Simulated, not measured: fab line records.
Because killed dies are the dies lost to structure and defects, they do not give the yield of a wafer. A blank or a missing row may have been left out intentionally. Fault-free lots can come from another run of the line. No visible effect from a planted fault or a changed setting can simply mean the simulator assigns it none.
Chamber matching + flow nand_harc + NHARC_P_GATE_DESCUM_93 on rie_diel-05: 4 sister chambers
The step chemistry O2, time 3 s. 7 wafers are shown with their chamber, then 7 later ones without.

WAFERS PAIRED WITH THEIR CHAMBERS
| wafer  | chamber | showerhead_plenum_p_Torr (Torr) | oes_product_au (a.u.) |
|--------|---------|---------------------------------|-----------------------|
| L079.2 | 1       | 1.85                            | 0.999                 |
| L079.6 | 3       | 1.98                            | 1.005                 |
| L086.3 | 1       | 1.84                            | 1.001                 |
| L086.4 | 3       | 1.97                            | 0.981                 |
| L086.6 | 0       | 1.93                            | 0.981                 |
| L089.3 | 2       | 1.97                            | 0.989                 |
| L089.5 | 0       | 1.93                            | 1.003                 |

WAFERS MISSING THEIR CHAMBER
| wafer  | showerhead_plenum_p_Torr (Torr) | oes_product_au (a.u.) |
|--------|---------------------------------|-----------------------|
| L089.6 | 1.97                            | 0.980                 |
| L093.2 | 1.97                            | 0.999                 |
| L093.3 | 1.93                            | 1.001                 |
| L093.6 | 1.93                            | 1.007                 |
| L094.2 | 1.93                            | 1.008                 |
| L094.3 | 1.84                            | 0.993                 |
| L094.5 | 1.84                            | 1.012                 |

CHAMBER TAKEN BY EACH
| wafer  | from the rows above     | in truth |
|--------|-------------------------|----------|
| L089.6 | can't be placed: 2 or 3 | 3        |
| L093.2 | can't be placed: 2 or 3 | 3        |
| L093.3 | 0                       | 0        |
| L093.6 | 0                       | 0        |
| L094.2 | 0                       | 0        |
| L094.3 | 1                       | 1        |
| L094.5 | 1                       | 1        |
Correct placement for 5 of the 7. Cannot be placed on the basis of these rows: 2; the candidates contain the true chamber in 2. Placed wrongly: 0.
How it was worked out, from the rows above alone: a wafer's distance from a chamber is the root of the sum, over the readings, of the square of ((its reading less the chamber's mean) divided by the reading's scatter). The wafer belongs to the nearest chamber; if the next one is less than 2 further off, it can't be placed. The mean given for a chamber averages the wafers shown for that chamber. The scatter: the root of (the sum of the squares of (reading less its chamber's mean) over the shown wafers, divided by (wafers less chambers)).
